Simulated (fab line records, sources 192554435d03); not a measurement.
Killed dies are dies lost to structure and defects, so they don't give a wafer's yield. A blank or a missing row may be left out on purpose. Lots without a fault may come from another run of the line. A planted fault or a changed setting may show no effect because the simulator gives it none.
fab line records | flow n5_finfet
record lots=12 wafers=35 last_day=17
route steps=1938 shown BEOL_M8@1400 BEOL_M9@1402
lots that met no fault: from a run of the same line without faults
start_h: hours from the record's first day to the start of the lot's first wafer shown | wait_h: hours since the lot's step before | " the same as in the row above | L1.1+2: a row that stands for several wafers | - no value, or no start given | * or withheld: withheld | < > ~ a bound
route shown NAME@n: a module of which the file shows steps, and the number in the route of the first | usual: mean/standard deviation of fault-free wafers | same: alike in all rows | chamber/n: place in a boat | sites: the reading at each site | _std_site: their standard deviation | _edge_site: outer sites' mean less inner sites' | radius_mm: how far each site lies from the wafer's centre | mask NAME#n: copy n | behind: the tool/chamber that last shaped the wafer | hold: why the lot was held/for how many hours/how that ended | device: the transistor (n, p or np) that didn't switch | end of line: the same wafers' tests at the end of the route | a step without rows: its recipe alone | killed: dies lost to structure and defects at the first sort, not the wafer's yield | map: a wafer's dies, x killed, . not, _ none there
set.NAME: the setting as run; set.NAME@STEP: as run at that earlier step | model.NAME: the simulator's own value behind a step, which no gauge read
steps of the route over a sample of lots; a table a step, a row a wafer
services: from which hour (start_h, from the record's first day; less than 0 if before it) a tool's chamber was out of use, for how many hours, and why
## steps
# step N5_BEOL_M8_INSPECT_58
# recipe inspect_instrument=darkfield mode=post_dep
# usual raw_defect_count=70/27
# columns lot.wafer tool chamber start_h wait_h raw_defect_count
L482.2 defect_inspect-01 - 201.71 0.0 81
L482.3 " - " " 86
L482.4 " - " " 115
L484.1 defect_inspect-01 - 211.99 0.0 55
L484.2 " - " " 46
L484.5 " - " " 58
L486.3 defect_inspect-02 - 226.46 0.0 88
L486.5 " - " " 86
L486.6 " - " " 70
L485.1 defect_inspect-01 - 226.85 0.0 23
L485.2 " - " " 43
L485.3 " - " " 36
L488.2 defect_inspect-02 - 238.48 0.0 79
L488.4 " - " " 113
L488.5 " - " " 97
L487.1 defect_inspect-02 - 240.36 0.0 40
L487.4 " - " " 56
L487.6 " - " " 88
L489.1 defect_inspect-01 - 247.62 0.0 49
L489.2 " - " " 47
L489.3 " - " " 71
L494.1 defect_inspect-02 - 278.19 0.0 44
L494.3 " - " " 52
L494.4 " - " " 52
L495.2 defect_inspect-01 - 282.08 0.0 92
L495.3 " - " " 101
L493.1 defect_inspect-02 - 286.27 0.0 38
L493.2 " - " " 50
L493.5 " - " " 49
L499.2 defect_inspect-01 - 307.42 0.0 52
L499.4 " - " " 56
L499.5 " - " " 27
L503.2 defect_inspect-01 - 331.15 0.0 62
L503.3 " - " " 67
L503.5 " - " " 57
# step N5_BEOL_M9_CURE_71
# recipe temp_c=385 time_s=240 ambient=He/Ar material=SiCOH_lowk
# usual lamp_power_pct=52.32/0.053 wafer_temp_C_max=387.0/0.81
# columns lot.wafer tool chamber start_h wait_h lamp_power_pct wafer_temp_C_max
L482.2 uv_cure-01 2 201.90 0.1 52.26 387.0
L482.3 " 2 " " 52.42 387.1
L482.4 " 2 " " 52.25 388.5
L484.1 uv_cure-03 1 212.11 0.0 52.40 387.2
L484.2 " 1 " " 52.29 386.6
L484.5 " 1 " " 52.39 386.9
L486.3 uv_cure-02 2 226.73 0.2 52.24 386.0
L486.5 " 2 " " 52.35 387.3
L486.6 " 2 " " 52.35 385.8
L485.1 uv_cure-03 1 226.96 0.0 52.29 386.8
L485.2 " 1 " " 52.39 387.1
L485.3 " 1 " " 52.28 386.7
L488.2 uv_cure-02 2 238.77 0.2 52.27 387.1
L488.4 " 2 " " 52.37 386.7
L488.5 " 2 " " 52.37 386.5
L487.1 uv_cure-03 2 240.50 0.1 52.42 387.9
L487.4 " 2 " " 52.45 387.4
L487.6 " 2 " " 52.36 387.8
L489.1 uv_cure-02 1 247.74 0.0 52.30 386.2
L489.2 " 1 " " 52.33 386.3
L489.3 " 1 " " 52.33 386.6
L494.1 uv_cure-03 2 278.30 0.0 52.41 387.9
L494.3 " 2 " " 52.27 387.6
L494.4 " 2 " " 52.28 388.3
L495.2 uv_cure-02 1 282.52 0.4 52.25 386.4
L495.3 " 1 " " 52.30 385.9
L493.1 uv_cure-01 1 286.38 0.0 52.29 386.0
L493.2 " 1 " " 52.28 386.4
L493.5 " 1 " " 52.30 386.2
L499.2 uv_cure-02 1 307.61 0.1 52.33 386.4
L499.4 " 1 " " 52.21 386.3
L499.5 " 1 " " 52.26 386.1
L503.2 uv_cure-03 2 331.35 0.1 52.23 389.0
L503.3 " 2 " " 52.23 388.2
L503.5 " 2 " " 52.36 387.7
# step N5_BEOL_M9_CD_MEAS_18
# recipe pitch_nm=140 target_cd_nm=70
# usual cd_nm=70.2/0.56
# columns lot.wafer tool chamber start_h wait_h cd_nm
L482.2 cd_sem-03 - 204.42 0.1 70.2
L482.3 " - " " 69.7
L482.4 " - " " 69.8
L484.1 cd_sem-02 - 216.67 0.0 69.8
L484.2 " - " " 70.7
L484.5 " - " " 70.0
L486.3 cd_sem-03 - 229.40 0.1 69.1
L486.5 " - " " 69.5
L486.6 " - " " 70.4
L485.1 cd_sem-01 - 229.85 0.0 70.1
L485.2 " - " " 69.8
L485.3 " - " " 70.1
L488.2 cd_sem-03 - 240.61 0.1 70.5
L488.4 " - " " 70.5
L488.5 " - " " 70.6
L487.1 cd_sem-03 - 246.15 0.0 69.9
L487.4 " - " " 69.3
L487.6 " - " " 70.2
L489.1 cd_sem-03 - 253.03 0.0 70.0
L489.2 " - " " 70.0
L489.3 " - " " 70.5
L494.1 cd_sem-01 - 282.01 0.0 69.5
L494.3 " - " " 69.6
L494.4 " - " " 69.8
L495.2 cd_sem-01 - 286.67 0.1 69.8
L495.3 " - " " 69.4
L493.1 cd_sem-01 - 289.02 0.0 70.0
L493.2 " - " " 71.0
L493.5 " - " " 71.0
L499.2 cd_sem-02 - 310.09 0.1 70.8
L499.4 " - " " 71.0
L499.5 " - " " 71.0
L503.2 cd_sem-02 - 333.61 0.1 70.6
L503.3 " - " " 70.0
L503.5 " - " " 70.8
# step N5_BEOL_M9_ETCH_66
# recipe chemistry=N2/H2 target=SOC target_depth_a=800 overetch_a=160 mask_material=SiARC temp_c=40 time_s=120 ion_energy_ev=200 pressure_mtorr=30 source_w=840 bias_w=150 n2_flow_sccm=200 h2_flow_sccm=200
# usual bias_w=150.0/0.47 drypump_motor_current_A=5.7/0.43 oes_product_au=0.56/0.046 rf_vpp_V=523.6/2.7 run_length_s=143.3/0.44 showerhead_plenum_p_Torr=2.53/0.092 throttle_valve_pct=17.90/0.2
# columns lot.wafer tool chamber start_h wait_h bias_w drypump_motor_current_A oes_product_au rf_hours_counter_h rf_vpp_V run_length_s showerhead_plenum_p_Torr throttle_valve_pct
L482.2 rie_diel-01 2 206.11 0.0 149.8 6.0 0.56 193 525.3 144.4 2.62 17.91
L482.3 " 0 " " 149.5 6.1 0.59 157 519.8 143.1 2.43 17.93
L482.4 " 3 " " 150.2 5.0 0.54 203 521.3 143.3 2.42 18.00
L484.1 rie_diel-05 1 217.42 0.0 151.1 5.7 0.55 185 519.7 143.8 2.41 18.28
L484.2 " 2 " " 150.7 5.6 0.55 224 527.0 142.9 2.62 17.83
L484.5 " 3 " " 150.3 5.6 0.54 - 525.4 143.5 2.63 17.97
L486.3 rie_diel-02 1 230.07 0.0 149.9 6.2 0.55 204 525.1 143.7 2.60 17.65
L486.5 " 0 " " 150.1 5.7 0.55 - 523.3 143.7 2.52 17.72
L486.6 " 3 " " 149.6 5.9 0.53 - 521.3 143.1 2.43 18.03
L485.1 rie_diel-02 2 231.33 0.0 149.7 5.0 0.55 201 522.1 143.3 2.52 17.77
L485.2 " 1 " " 150.0 6.2 0.55 204 525.2 143.5 2.60 17.64
L485.3 " 3 " " 150.5 5.9 0.53 215 521.1 143.7 2.43 18.03
L488.2 rie_diel-05 2 244.76 0.0 149.6 5.6 0.55 231 525.5 142.8 2.61 17.82
L488.4 " 3 " " 149.7 5.6 0.53 237 526.8 143.2 2.62 17.99
L488.5 " 0 " " 149.8 5.9 0.62 - 528.4 142.5 2.67 17.74
L487.1 rie_diel-02 3 251.13 0.0 149.6 5.9 0.53 221 520.6 143.6 2.42 18.04
L487.4 " 0 " " 150.1 5.7 0.55 185 523.9 143.6 2.52 17.74
L487.6 " 0 " " 150.2 5.7 0.55 - 523.9 143.8 2.52 17.71
L489.1 rie_diel-02 2 255.62 0.0 149.6 4.9 0.55 208 524.2 142.8 2.51 17.79
L489.2 " 0 " " 150.8 5.8 0.55 186 523.5 143.8 2.52 17.73
L489.3 " 3 " " 150.4 5.9 0.52 222 519.9 143.3 2.42 18.02
L494.1 rie_diel-02 0 282.65 0.0 150.6 5.7 0.55 194 523.7 143.7 2.52 17.75
L494.3 " 2 " " 150.1 5.0 0.55 216 524.2 142.8 2.51 17.80
L494.4 " 3 " " 150.4 5.9 0.53 230 518.8 143.6 2.42 18.07
L495.2 rie_diel-05 3 287.36 0.0 150.5 5.6 0.53 248 525.3 143.2 2.62 17.99
L495.3 " 0 " " 150.1 5.8 0.61 104 526.8 142.3 2.66 17.76
L493.1 rie_diel-01 3 290.13 0.0 150.5 5.0 0.53 227 519.6 143.1 2.42 18.03
L493.2 " 1 " " 150.6 6.5 0.64 74 524.4 143.1 2.58 17.83
L493.5 " 0 " " 150.0 6.0 0.58 - 520.6 143.0 2.42 17.97
L499.2 rie_diel-02 0 313.45 0.0 - 5.8 0.57 203 522.8 135.2 2.51 17.76
L499.4 " 3 " " 150.8 5.9 0.52 239 518.8 143.2 2.42 18.07
L499.5 " 2 " " 150.4 4.9 0.54 - 522.0 142.8 2.51 17.81
L503.2 rie_diel-02 2 335.02 0.0 - 5.0 0.58 232 523.3 134.6 2.50 17.82
L503.3 " 3 " " 150.2 5.9 0.53 245 520.3 143.3 2.41 18.08
L503.5 " 3 " " 149.8 5.9 0.51 - 521.0 143.2 2.41 18.08
## services
# columns tool chamber start_h hours kind
rie_diel-01 0 181.02 4.1 repair
uv_cure-03 - 238.00 2.1 pm
uv_cure-02 - 257.76 1.6 repair
uv_cure-03 - 279.94 5.0 repair
rie_diel-05 3 291.67 - clean
rie_diel-05 3 291.67 - consumable_replace:focus_ring
rie_diel-05 3 291.67 12.5 scheduled_down
rie_diel-05 3 291.67 12.5 vent_cycle
uv_cure-03 - 302.61 6.0 pm
rie_diel-05 2 312.84 - clean
rie_diel-05 2 312.84 - consumable_replace:focus_ring
rie_diel-05 2 312.84 16.0 scheduled_down
rie_diel-05 2 312.84 16.0 vent_cycle
## key
first_sign step=N5_BEOL_M9_ETCH_66 reading=run_length_s direction=down sigmas=19 usual=* struck=*
effect none on later readings
met_at N5_BEOL_M9_ETCH_66
struck_lots L499,L503
struck_wafers L499.2,L503.2
not_acting_at N5_BEOL_M8_INSPECT_58,N5_BEOL_M9_CURE_71,N5_BEOL_M9_CD_MEAS_18
onset_between 282.65 313.45
fault kind=process_parameter_drift tool=rie_diel-02 chamber=- onset_h=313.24 steps=N5_BEOL_M9_ETCH_66 channel=time_s offset=* shape=step end_h=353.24 scope=struck_wafers_only acts_in=* stated=*
